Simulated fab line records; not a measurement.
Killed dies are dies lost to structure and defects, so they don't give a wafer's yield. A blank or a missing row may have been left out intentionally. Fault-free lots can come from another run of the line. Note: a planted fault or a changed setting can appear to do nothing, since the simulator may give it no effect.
fab line records	flow n5Finfet
[record] lots = 24	wafers = 72	lastDay = 18
route steps=1938 shown BEOL_M9@1463 BEOL_M10@1473
lots untouched by any fault: they come from a run of this same line in which no faults occurred
startH: the number of hours between the record's first day and the start of the first shown wafer of the lot	waitH: hours from the lot's prior step to this one	" the same as in the row above	L1.1+2: a row that stands for several wafers	- no value, or no start was given	* or withheld: withheld	< > ~ a bound
route shown NAME@n: a module of which the file shows steps, and the number in the route of the first	usual: mean/standard deviation of fault-free wafers	same: alike in all rows	chamber/n: place in a boat	sites: each site's reading	_std_site: the values' standard deviation	_edge_site: mean of outer sites minus mean of inner sites	radiusMm: how far each site lies from the wafer's centre	mask NAME#n: copy n	behind: tool/chamber where the wafer was last shaped	hold: reason for holding the lot/hours on hold/outcome of the hold	device: transistor that didn't switch, given as n, p or np	end of line: the same wafers' tests at the end of the route	a step given without rows: its recipe and nothing more	killed: dies lost to structure and defects at the first sort, not the wafer's yield	map: per-die view of a wafer (x killed, . not killed, _ where there is no die)
set.NAME: the setting the step ran with; set.NAME@STEP: the setting that earlier step ran with	model.NAME: the simulator's own value behind a step, which no gauge read
the route's steps for a sample of lots (tables are steps, rows are wafers)
services: when a tool's chamber went out of use (startH, in hours from the record's first day, below 0 if earlier), for how many hours, and the reason
[[steps]]
[step N5_BEOL_M9_ANNEAL_51]
[recipe] tempC = 225	timeS = 90	ambient = N2
[usual] wafer_temp_C_max = 225.93/0.22
lot.wafer	tool	chamber	startH	waitH	wafer_temp_C_max
L074.2	rtpAnneal-01	0	209.94	0.2	226.06
L074.3	"	0	"	"	225.89
L074.4	"	0	"	"	225.82
L075.1	rtpAnneal-01	0	217.96	0.1	226.04
L075.2	"	0	"	"	226.11
L075.3	"	0	"	"	226.09
L076.1	rtpAnneal-02	0	219.88	0.1	225.87
L076.2	"	0	"	"	225.91
L076.5	"	0	"	"	225.62
L077.3	rtpAnneal-02	0	226.22	0.4	226.00
L077.4	"	0	"	"	225.97
L077.6	"	0	"	"	226.25
L078.4	rtpAnneal-01	0	237.22	0.3	225.94
L078.5	"	0	"	"	225.53
L078.6	"	0	"	"	226.32
L079.2	rtpAnneal-02	0	249.20	0.2	225.87
L079.3	"	0	"	"	225.55
L079.6	"	0	"	"	225.91
L080.1	rtpAnneal-01	0	249.95	0.1	226.21
L080.3	"	0	"	"	225.88
L080.4	"	0	"	"	226.04
L082.2	rtpAnneal-01	0	258.41	0.1	225.89
L082.4	"	0	"	"	226.15
L082.5	"	0	"	"	225.90
L081.1	rtpAnneal-02	0	258.55	0.1	226.12
L081.2	"	0	"	"	226.05
L081.6	"	0	"	"	225.86
L084.1	rtpAnneal-02	0	267.01	0.1	225.87
L084.5	"	0	"	"	225.84
L084.6	"	0	"	"	226.02
L083.3	rtpAnneal-01	0	271.34	0.1	225.79
L083.4	"	0	"	"	225.88
L083.5	"	0	"	"	226.05
L085.2	rtpAnneal-01	0	277.49	0.3	226.21
L085.4	"	0	"	"	225.91
L085.5	"	0	"	"	225.92
L086.2	rtpAnneal-02	0	284.57	0.4	226.04
L086.3	"	0	"	"	225.67
L086.6	"	0	"	"	225.70
L087.2	rtpAnneal-01	0	301.49	0.1	226.07
L087.3	"	0	"	"	226.24
L087.5	"	0	"	"	225.76
L090.2	rtpAnneal-02	0	301.93	0.1	225.86
L090.3	"	0	"	"	225.96
L090.5	"	0	"	"	226.27
L088.1	rtpAnneal-01	0	302.44	0.2	225.71
L088.4	"	0	"	"	225.88
L088.5	"	0	"	"	226.34
L089.2	rtpAnneal-01	0	310.37	0.1	225.78
L089.3	"	0	"	"	225.78
L089.6	"	0	"	"	225.68
L091.1	rtpAnneal-02	0	312.48	0.1	225.77
L091.4	"	0	"	"	226.07
L091.5	"	0	"	"	226.06
L092.1	rtpAnneal-02	0	314.45	0.6	226.47
L092.2	"	0	"	"	225.63
L092.3	"	0	"	"	225.98
L094.1	rtpAnneal-02	0	335.34	0.1	225.89
L094.4	"	0	"	"	225.75
L094.5	"	0	"	"	226.03
L093.3	rtpAnneal-02	0	336.49	0.1	226.03
L093.5	"	0	"	"	225.76
L093.6	"	0	"	"	225.91
L096.1	rtpAnneal-02	0	357.95	0.2	225.92
L096.2	"	0	"	"	225.74
L096.4	"	0	"	"	225.55
L095.2	rtpAnneal-01	0	359.85	0.1	226.03
L095.4	"	0	"	"	226.18
L095.6	"	0	"	"	226.33
L097.2	rtpAnneal-02	0	365.08	0.1	226.29
L097.4	"	0	"	"	226.40
L097.5	"	0	"	"	225.64
[step N5_BEOL_M10_PECVD_70]
[recipe] material = SiO2	targetThkA = 200	tempC = 400	precursor = TEOS/O2	pressureTorr = 5.5	rfW = 450	teosFlowSccm = 53.8	gas = O2	flowSccm = 3000	timeS = 22.7
[usual] heaterPowerOuterW = 412/79	heaterPowerW = 689/120	showerheadPlenumPTorr = 8.75/0.055	throttleValvePct = 22.0/1.1
lot.wafer	tool	chamber	startH	waitH	heaterPowerOuterW	heaterPowerW	showerheadPlenumPTorr	throttleValvePct
L074.2	pecvd-01	0	211.46	0.0	347	574	8.72	23.6
L074.3	"	2	"	"	446	716	8.82	19.9
L074.4	"	0	"	"	348	586	8.71	23.8
L075.1	pecvd-01	2	219.38	0.0	379	613	8.82	19.7
L075.2	"	1	"	"	330	562	8.68	21.8
L075.3	"	0	"	"	386	639	8.72	24.1
L076.1	pecvd-01	2	221.30	0.0	463	754	8.79	20.1
L076.2	"	0	"	"	395	642	8.71	23.8
L076.5	"	2	"	"	478	737	8.81	19.9
L077.3	pecvd-01	2	228.04	0.0	460	729	8.81	20.0
L077.4	"	0	"	"	350	578	8.71	23.7
L077.6	"	1	"	"	291	507	8.67	21.9
L078.4	pecvd-01	0	239.13	0.1	412	676	8.69	23.6
L078.5	"	0	"	"	420	672	8.73	23.7
L078.6	"	1	"	"	292	515	8.71	21.8
L079.2	pecvd-01	2	250.83	0.0	387	624	8.83	20.0
L079.3	"	1	"	"	335	559	8.68	22.1
L079.6	"	1	"	"	346	555	8.67	21.7
L080.1	pecvd-04	1	251.37	0.0	417	774	8.73	21.6
L080.3	"	0	"	"	505	825	8.79	22.8
L080.4	"	2	"	"	488	800	8.67	22.0
L082.2	pecvd-02	1	259.85	0.0	314	588	8.74	22.4
L082.4	"	0	"	"	456	759	8.77	22.6
L082.5	"	1	"	"	314	567	8.77	22.8
L081.1	pecvd-04	0	260.00	0.0	464	754	8.81	22.8
L081.2	"	1	"	"	509	911	8.77	21.6
L081.6	"	0	"	"	457	745	8.81	22.5
L084.1	pecvd-04	1	268.43	0.0	473	849	8.73	21.5
L084.5	"	0	"	"	487	781	8.81	22.9
L084.6	"	2	"	"	613	963	8.66	22.1
L083.3	pecvd-02	2	272.67	0.0	507	817	8.81	22.0
L083.4	"	0	"	"	430	724	8.75	22.8
L083.5	"	1	"	"	383	652	8.79	22.8
L085.2	pecvd-01	1	279.08	0.0	333	563	8.69	21.8
L085.4	"	1	"	"	334	578	8.68	22.0
L085.5	"	2	"	"	427	679	8.80	20.1
L086.2	pecvd-02	2	285.95	0.0	559	885	8.79	22.4
L086.3	"	1	"	"	371	655	8.79	22.4
L086.6	"	2	"	"	564	885	8.81	22.2
L090.2	pecvd-01	1	303.40	0.0	333	569	8.69	21.6
L090.3	"	2	"	"	414	687	8.81	20.2
L090.5	"	2	"	"	417	694	8.84	20.3
L088.1	pecvd-02	2	303.88	0.0	576	954	8.76	22.2
L088.4	"	2	"	"	600	914	8.80	22.4
L088.5	"	1	"	"	392	706	8.76	22.9
L087.2	pecvd-01	1	304.30	0.0	312	527	8.69	21.8
L087.3	"	0	"	"	384	639	8.70	23.6
L087.5	"	1	"	"	313	530	8.66	21.8
L089.2	pecvd-04	0	312.33	0.1	395	681	8.80	22.9
L089.3	"	2	"	"	585	939	8.69	21.9
L089.6	"	2	"	"	597	948	8.69	22.2
L091.1	pecvd-02	0	314.13	0.0	491	790	8.79	22.7
L091.4	"	1	"	"	301	567	8.75	22.5
L091.5	"	0	"	"	487	802	8.78	22.6
L092.1	pecvd-04	2	317.33	0.0	520	829	8.67	21.9
L092.2	"	0	"	"	435	727	8.80	23.0
L092.3	"	1	"	"	424	797	8.72	21.6
L094.1	pecvd-01	0	337.24	0.0	334	563	8.71	23.9
L094.4	"	2	"	"	445	728	8.82	20.2
L094.5	"	1	"	"	291	490	8.70	21.8
L093.3	pecvd-01	1	338.29	0.0	318	545	8.71	21.9
L093.5	"	2	"	"	452	701	8.83	20.4
L093.6	"	0	"	"	379	621	8.72	23.9
L096.1	pecvd-04	2	359.37	0.0	602	932	8.69	21.9
L096.2	"	0	"	"	419	685	8.81	22.8
L096.4	"	0	"	"	421	697	8.82	22.8
L095.2	pecvd-01	2	361.22	0.0	446	692	8.83	20.4
L095.4	"	2	"	"	432	707	8.81	20.2
L095.6	"	2	"	"	442	683	8.85	19.9
L097.2	pecvd-01	1	366.64	0.0	324	573	8.70	21.6
L097.4	"	0	"	"	343	568	8.72	23.7
L097.5	"	1	"	"	333	564	8.68	21.9
[step N5_BEOL_M10_INSPECT_13]
[recipe] mode = adi	inspectInstrument = brightfield
[usual] rawDefectCount = 394/90
lot.wafer	tool	chamber	startH	waitH	rawDefectCount
L074.2	defectInspect-01	-	212.42	0.0	379
L074.3	"	-	"	"	415
L074.4	"	-	"	"	300
L075.1	defectInspect-01	-	221.74	0.0	245
L075.2	"	-	"	"	364
L075.3	"	-	"	"	319
L076.1	defectInspect-01	-	222.96	0.0	379
L076.2	"	-	"	"	524
L076.5	"	-	"	"	299
L077.3	defectInspect-02	-	229.45	0.0	405
L077.4	"	-	"	"	334
L077.6	"	-	"	"	300
L078.4	defectInspect-01	-	241.68	0.0	271
L078.5	"	-	"	"	317
L078.6	"	-	"	"	360
L079.2	defectInspect-01	-	252.41	0.0	380
L079.3	"	-	"	"	372
L079.6	"	-	"	"	389
L080.1	defectInspect-02	-	254.35	0.0	293
L080.3	"	-	"	"	375
L080.4	"	-	"	"	382
L082.2	defectInspect-02	-	262.07	0.0	333
L082.4	"	-	"	"	385
L082.5	"	-	"	"	303
L081.1	defectInspect-02	-	262.23	0.0	438
L081.2	"	-	"	"	375
L081.6	"	-	"	"	446
L084.1	defectInspect-01	-	270.35	0.0	364
L084.5	"	-	"	"	350
L084.6	"	-	"	"	360
L083.3	defectInspect-02	-	273.95	0.0	359
L083.4	"	-	"	"	437
L083.5	"	-	"	"	477
L085.2	defectInspect-01	-	280.06	0.0	412
L085.4	"	-	"	"	359
L085.5	"	-	"	"	314
L086.2	defectInspect-02	-	286.59	0.0	394
L086.3	"	-	"	"	324
L086.6	"	-	"	"	356
L090.2	defectInspect-02	-	305.62	0.0	382
L090.3	"	-	"	"	304
L090.5	"	-	"	"	453
L088.1	defectInspect-01	-	305.77	0.0	412
L088.4	"	-	"	"	624
L088.5	"	-	"	"	532
L087.2	defectInspect-02	-	305.94	0.0	310
L087.3	"	-	"	"	377
L087.5	"	-	"	"	329
L089.2	defectInspect-02	-	313.49	0.0	594
L089.3	"	-	"	"	364
L089.6	"	-	"	"	616
L091.1	defectInspect-01	-	316.70	0.0	459
L091.4	"	-	"	"	471
L091.5	"	-	"	"	469
L092.1	defectInspect-02	-	321.81	0.0	252
L092.2	"	-	"	"	444
L092.3	"	-	"	"	377
L094.1	defectInspect-01	-	337.85	0.0	260
L094.4	"	-	"	"	412
L094.5	"	-	"	"	345
L093.3	defectInspect-02	-	341.29	0.0	620
L093.5	"	-	"	"	601
L093.6	"	-	"	"	703
L096.1	defectInspect-01	-	361.12	0.0	327
L096.2	"	-	"	"	335
L096.4	"	-	"	"	283
L095.2	defectInspect-02	-	361.99	0.0	382
L095.4	"	-	"	"	254
L095.6	"	-	"	"	345
L097.2	defectInspect-02	-	368.80	0.0	323
L097.4	"	-	"	"	472
L097.5	"	-	"	"	425
[step N5_BEOL_M10_INSPECT_30]
[recipe] mode = adi	inspectInstrument = brightfield
[usual] rawDefectCount = 394/87
lot.wafer	tool	chamber	startH	waitH	rawDefectCount
L074.2	defectInspect-02	-	214.53	0.0	386
L074.3	"	-	"	"	416
L074.4	"	-	"	"	315
L075.1	defectInspect-01	-	223.76	0.0	234
L075.2	"	-	"	"	375
L075.3	"	-	"	"	341
L076.1	defectInspect-01	-	223.80	0.0	403
L076.2	"	-	"	"	503
L076.5	"	-	"	"	321
L077.3	defectInspect-01	-	230.64	0.0	383
L077.4	"	-	"	"	301
L077.6	"	-	"	"	300
L078.4	defectInspect-02	-	244.93	0.0	330
L078.5	"	-	"	"	360
L078.6	"	-	"	"	415
L079.2	defectInspect-02	-	253.33	0.0	425
L079.3	"	-	"	"	402
L079.6	"	-	"	"	397
L080.1	defectInspect-02	-	256.54	0.0	302
L080.3	"	-	"	"	370
L080.4	"	-	"	"	394
L082.2	defectInspect-01	-	263.17	0.0	314
L082.4	"	-	"	"	374
L082.5	"	-	"	"	274
L081.1	defectInspect-01	-	269.74	0.0	413
L081.2	"	-	"	"	317
L081.6	"	-	"	"	393
L084.1	defectInspect-02	-	271.50	0.0	404
L084.5	"	-	"	"	392
L084.6	"	-	"	"	408
L083.3	defectInspect-01	-	275.19	0.0	305
L083.4	"	-	"	"	385
L083.5	"	-	"	"	443
L085.2	defectInspect-02	-	281.66	0.0	455
L085.4	"	-	"	"	395
L085.5	"	-	"	"	336
L086.2	defectInspect-01	-	287.55	0.0	358
L086.3	"	-	"	"	317
L086.6	"	-	"	"	336
L088.1	defectInspect-02	-	309.87	0.0	462
L088.4	"	-	"	"	678
L088.5	"	-	"	"	599
L090.2	defectInspect-01	-	310.04	0.0	339
L090.3	"	-	"	"	271
L090.5	"	-	"	"	385
L087.2	defectInspect-02	-	310.21	0.0	346
L087.3	"	-	"	"	380
L087.5	"	-	"	"	339
L091.1	defectInspect-01	-	321.71	0.0	487
L091.4	"	-	"	"	479
L091.5	"	-	"	"	514
L089.2	defectInspect-02	-	321.87	0.0	606
L089.3	"	-	"	"	351
L089.6	"	-	"	"	593
L092.1	defectInspect-02	-	323.77	0.0	256
L092.2	"	-	"	"	439
L092.3	"	-	"	"	371
L094.1	defectInspect-02	-	340.72	0.0	291
L094.4	"	-	"	"	441
L094.5	"	-	"	"	353
L093.3	defectInspect-01	-	342.34	0.0	546
L093.5	"	-	"	"	558
L093.6	"	-	"	"	639
L096.1	defectInspect-01	-	363.14	0.0	354
L096.2	"	-	"	"	326
L096.4	"	-	"	"	299
L095.2	defectInspect-02	-	363.31	0.0	389
L095.4	"	-	"	"	248
L095.6	"	-	"	"	354
L097.2	defectInspect-01	-	370.03	0.0	320
L097.4	"	-	"	"	435
L097.5	"	-	"	"	382
[step N5_BEOL_M10_CD_MEAS_35]
[recipe] targetCdNm = 70	polarity = opening
[usual] cdNm = 70.0/0.53
lot.wafer	tool	chamber	startH	waitH	cdNm
L074.2	cdSem-01	-	215.75	0.0	69.9
L074.3	"	-	"	"	70.3
L074.4	"	-	"	"	69.7
L075.1	cdSem-03	-	224.55	0.0	69.4
L075.2	"	-	"	"	69.6
L075.3	"	-	"	"	69.3
L076.1	cdSem-01	-	224.56	0.0	70.8
L076.2	"	-	"	"	70.3
L076.5	"	-	"	"	70.7
L077.3	cdSem-03	-	231.33	0.0	68.9
L077.4	"	-	"	"	69.2
L077.6	"	-	"	"	69.5
L078.4	cdSem-02	-	245.93	0.0	70.3
L078.5	"	-	"	"	70.3
L078.6	"	-	"	"	70.1
L079.2	cdSem-02	-	254.11	0.0	69.6
L079.3	"	-	"	"	69.8
L079.6	"	-	"	"	70.4
L080.1	cdSem-01	-	257.72	0.0	70.3
L080.3	"	-	"	"	70.4
L080.4	"	-	"	"	69.9
L082.2	cdSem-02	-	263.85	0.0	70.7
L082.4	"	-	"	"	70.3
L082.5	"	-	"	"	70.2
L081.1	cdSem-01	-	270.42	0.0	69.1
L081.2	"	-	"	"	69.7
L081.6	"	-	"	"	69.2
L084.1	cdSem-01	-	272.20	0.0	70.0
L084.5	"	-	"	"	69.5
L084.6	"	-	"	"	70.6
L083.3	cdSem-02	-	275.87	0.0	69.7
L083.4	"	-	"	"	69.6
L083.5	"	-	"	"	69.4
L085.2	cdSem-01	-	282.35	0.0	70.3
L085.4	"	-	"	"	70.1
L085.5	"	-	"	"	70.7
L086.2	cdSem-03	-	288.23	0.0	70.7
L086.3	"	-	"	"	70.6
L086.6	"	-	"	"	71.3
L088.1	cdSem-02	-	310.55	0.0	69.9
L088.4	"	-	"	"	69.3
L088.5	"	-	"	"	70.0
L090.2	cdSem-01	-	310.72	0.0	70.4
L090.3	"	-	"	"	70.3
L090.5	"	-	"	"	70.5
L087.2	cdSem-03	-	311.20	0.0	71.2
L087.3	"	-	"	"	70.4
L087.5	"	-	"	"	70.3
L091.1	cdSem-02	-	322.39	0.0	69.9
L091.4	"	-	"	"	70.0
L091.5	"	-	"	"	69.3
L089.2	cdSem-01	-	322.85	0.0	70.4
L089.3	"	-	"	"	70.3
L089.6	"	-	"	"	70.1
L092.1	cdSem-01	-	324.45	0.0	69.7
L092.2	"	-	"	"	69.8
L092.3	"	-	"	"	70.3
L094.1	cdSem-03	-	341.65	0.0	70.4
L094.4	"	-	"	"	70.1
L094.5	"	-	"	"	70.2
L093.3	cdSem-03	-	343.59	0.0	69.5
L093.5	"	-	"	"	69.6
L093.6	"	-	"	"	69.9
L096.1	cdSem-01	-	363.82	0.0	69.9
L096.2	"	-	"	"	70.1
L096.4	"	-	"	"	70.0
L095.2	cdSem-02	-	364.29	0.0	69.7
L095.4	"	-	"	"	70.0
L095.6	"	-	"	"	69.6
L097.2	cdSem-01	-	370.71	0.0	70.3
L097.4	"	-	"	"	70.7
L097.5	"	-	"	"	70.3
[step N5_BEOL_M10_SURFACE_TREAT_76]
[recipe] gas = Ar	timeS = *	ionEnergyEv = *	ionCurrentMaCm2 = 0.5	pressureMtorr = *	arFlowSccm = 30
[usual] throttleValvePct = *
lot.wafer	tool	chamber	startH	waitH	throttleValvePct
L074.2	pvdSputter-02	-	218.06	0.2	*
L074.3	"	-	"	"	*
L074.4	"	-	"	"	*
L076.1	pvdSputter-01	-	225.72	0.2	*
L076.2	"	-	"	"	*
L076.5	"	-	"	"	*
L075.1	pvdSputter-02	-	227.59	1.7	*
L075.2	"	-	"	"	*
L075.3	"	-	"	"	*
L077.3	pvdSputter-02	-	233.15	0.2	*
L077.4	"	-	"	"	*
L077.6	"	-	"	"	*
L078.4	pvdSputter-01	-	246.67	0.2	*
L078.5	"	-	"	"	*
L078.6	"	-	"	"	*
L079.2	pvdSputter-03	-	255.37	0.4	*
L079.3	"	-	"	"	*
L079.6	"	-	"	"	*
L080.1	pvdSputter-01	-	258.79	0.2	*
L080.3	"	-	"	"	*
L080.4	"	-	"	"	*
L082.2	pvdSputter-03	-	266.08	0.2	*
L082.4	"	-	"	"	*
L082.5	"	-	"	"	*
L081.1	pvdSputter-02	-	271.56	0.3	*
L081.2	"	-	"	"	*
L081.6	"	-	"	"	*
L084.1	pvdSputter-01	-	273.28	0.2	*
L084.5	"	-	"	"	*
L084.6	"	-	"	"	*
L083.3	pvdSputter-02	-	276.71	0.2	*
L083.4	"	-	"	"	*
L083.5	"	-	"	"	*
L085.2	pvdSputter-01	-	283.10	0.2	*
L085.4	"	-	"	"	*
L085.5	"	-	"	"	*
L086.2	pvdSputter-01	-	290.44	1.5	*
L086.3	"	-	"	"	*
L086.6	"	-	"	"	*
L090.2	pvdSputter-03	-	311.97	0.3	*
L090.3	"	-	"	"	*
L090.5	"	-	"	"	*
L087.2	pvdSputter-03	-	312.78	0.8	*
L087.3	"	-	"	"	*
L087.5	"	-	"	"	*
L088.1	pvdSputter-03	-	312.82	0.7	*
L088.4	"	-	"	"	*
L088.5	"	-	"	"	*
L091.1	pvdSputter-02	-	323.58	0.2	*
L091.4	"	-	"	"	*
L091.5	"	-	"	"	*
L089.2	pvdSputter-01	-	323.82	0.2	*
L089.3	"	-	"	"	*
L089.6	"	-	"	"	*
L092.1	pvdSputter-01	-	325.62	0.2	*
L092.2	"	-	"	"	*
L092.3	"	-	"	"	*
L094.1	pvdSputter-02	-	342.94	0.2	*
L094.4	"	-	"	"	*
L094.5	"	-	"	"	*
L093.3	pvdSputter-01	-	345.48	0.3	*
L093.5	"	-	"	"	*
L093.6	"	-	"	"	*
L096.1	pvdSputter-03	-	364.72	0.2	*
L096.2	"	-	"	"	*
L096.4	"	-	"	"	*
L095.2	pvdSputter-01	-	365.19	0.2	*
L095.4	"	-	"	"	*
L095.6	"	-	"	"	*
L097.2	pvdSputter-01	-	373.16	0.5	*
L097.4	"	-	"	"	*
L097.5	"	-	"	"	*
[[services]]
tool	chamber	startH	hours	kind
pecvd-04	-	200.20	0.3	repair
pecvd-04	1	230.26	5.5	scheduledDown
pecvd-01	2	234.74	4.8	repair
pecvd-01	0	247.98	5.0	scheduledDown
pecvd-02	0	253.33	6.3	repair
pecvd-04	0	254.36	4.9	repair
pecvd-01	2	257.52	2.1	scheduledDown
pecvd-04	2	259.74	5.0	scheduledDown
pecvd-02	2	309.34	2.1	scheduledDown
pecvd-01	-	310.45	1.7	repair
pecvd-02	-	316.35	6.0	pm
pecvd-04	0	322.30	5.5	scheduledDown
pvdSputter-02	-	335.43	2.0	repair
pecvd-02	1	339.08	4.0	repair
pecvd-01	0	341.60	23.7	repair
pecvd-01	2	343.72	5.5	scheduledDown
pecvd-02	1	355.91	9.4	repair
[[key]]
fault none
